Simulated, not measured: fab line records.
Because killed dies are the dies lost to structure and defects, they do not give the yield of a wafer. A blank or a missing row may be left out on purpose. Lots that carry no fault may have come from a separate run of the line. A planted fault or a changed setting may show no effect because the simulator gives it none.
One fault through the eyes of 3 desks + flow n5Finfet + each desk holds nothing but its own numbers, with what lay behind them at the end

## DESK OF THE TOOL OWNER: rieDiel-01
The tool's own readings at N5_SDB_ETCH_17 (etches SiARC in CF4, target depth 23.4 nm, time 39 s): means of the sampled wafers that have a number, for each lot that ran on this tool. The brackets show how far a lot's mean lies from the usual mean; more than 4 standard deviations puts the lot out of limits, marked OUT.
Columns: A = drypumpMotorCurrentA at N5_SDB_ETCH_17, usual 5.8 A; B = etchRfOnTimeS at N5_SDB_ETCH_17, usual 39.1 s; C = oesProductAu at N5_SDB_ETCH_17, usual 0.66 a.u.; D = rfVppV at N5_SDB_ETCH_17, usual 183.7 V; E = showerheadPlenumPTorr at N5_SDB_ETCH_17, usual 2.12 Torr; F = throttleValvePct at N5_SDB_ETCH_17, usual 15.58 %
| lot  | first seen here | A   | B    | C    | D     | E    | F     |
|------|-----------------|-----|------|------|-------|------|-------|
| L286 | day 4 02:42     | 5.4 | 38.7 | 0.64 | 184.9 | 2.15 | 15.73 |
| L287 | day 4 06:12     | 6.2 | 38.8 | 0.67 | 184.2 | 2.14 | 15.60 |
| L289 | day 4 17:37     | 6.0 | 38.2 | 0.61 | 183.4 | 2.14 | 15.60 |
| L304 | day 8 11:37     | 6.1 | 35.3 | 0.76 | 185.1 | 2.18 | 15.50 |
This desk found nothing out of limits on any of the 4 lots.

## AT THE METROLOGY DESK
What the gauges read, lot by lot, whatever tool the lot ran on: means of the sampled wafers that have a number. The brackets show how far a lot's mean lies from the usual mean; more than 4 standard deviations puts the lot out of limits, marked OUT. Shown here are 7 of its 10 readings, the ones lying furthest out on some lot.
Columns: A = DIBL_N at N5_BEOL_M4_RC_MEAS_101, usual 36.5 mV/V; B = DIBL_P at N5_BEOL_M4_RC_MEAS_101, usual 36.5 mV/V; C = IOFF_N at N5_BEOL_M4_RC_MEAS_101, usual 0.16 nA/um; D = IOFF_P at N5_BEOL_M4_RC_MEAS_101, usual 0.21 nA/um; E = SS_P at N5_BEOL_M4_RC_MEAS_101, usual 73.4 mV/dec; F = VT_N at N5_BEOL_M4_RC_MEAS_101, usual 250 mV; G = VT_P at N5_BEOL_M4_RC_MEAS_101, usual -250.5 mV
| lot  | first seen here | A    | B    | C    | D    | E    | F   | G      |
|------|-----------------|------|------|------|------|------|-----|--------|
| L285 | day 8 14:59     | 33.1 | 35.4 | 0.14 | 0.18 | 72.8 | 252 | -251.3 |
| L287 | day 8 18:32     | 37.0 | 34.7 | 0.14 | 0.19 | 72.4 | 249 | -250.2 |
| L286 | day 8 23:19     | 38.5 | 38.7 | 0.18 | 0.23 | 74.7 | 249 | -247.8 |
| L289 | day 9 07:25     | 38.9 | 38.5 | 0.21 | 0.26 | 74.1 | 247 | -248.9 |
| L291 | day 9 09:58     | 36.3 | 35.0 | 0.18 | 0.23 | 73.4 | 246 | -250.0 |
| L297 | day 11 17:28    | 38.8 | 37.4 | 0.21 | 0.26 | 74.4 | 245 | -248.0 |
| L304 | day 13 08:45    | 35.5 | 36.7 | 0.17 | 0.21 | 73.1 | 248 | -251.4 |
| L307 | day 13 21:25    | 37.8 | 40.0 | 0.22 | 0.27 | 74.1 | 246 | -245.0 |
| L308 | day 14 20:04    | 38.7 | 40.7 | 0.21 | 0.22 | 74.7 | 248 | -250.4 |
This desk found nothing out of limits on any of the 9 lots.

## THE DEFECT DESK
Per lot, the means of the sampled wafers with a number show what the inspections along the route counted. The brackets show how far a lot's mean lies from the usual mean; more than 4 standard deviations puts the lot out of limits, marked OUT.
Columns: A = rawDefectCount at N5_ILD0_INSPECT_06, usual 37
| lot  | first seen here | A  |
|------|-----------------|----|
| L285 | day 3 19:37     | 35 |
| L286 | day 4 02:13     | 44 |
| L287 | day 4 05:35     | 28 |
| L289 | day 4 17:01     | 30 |
| L291 | day 5 06:26     | 20 |
| L297 | day 6 18:23     | 23 |
| L304 | day 8 10:45     | 76 |
| L307 | day 9 05:49     | 38 |
| L308 | day 9 12:22     | 27 |
This desk found nothing out of limits on any of the 9 lots.

## PUT TOGETHER
Nothing out of limits was seen by the tool owner's desk.
Nothing out of limits was seen by the metrology desk.
Nothing out of limits was seen by the defect desk.

## WHAT THE SIMULATOR HAD PUT IN
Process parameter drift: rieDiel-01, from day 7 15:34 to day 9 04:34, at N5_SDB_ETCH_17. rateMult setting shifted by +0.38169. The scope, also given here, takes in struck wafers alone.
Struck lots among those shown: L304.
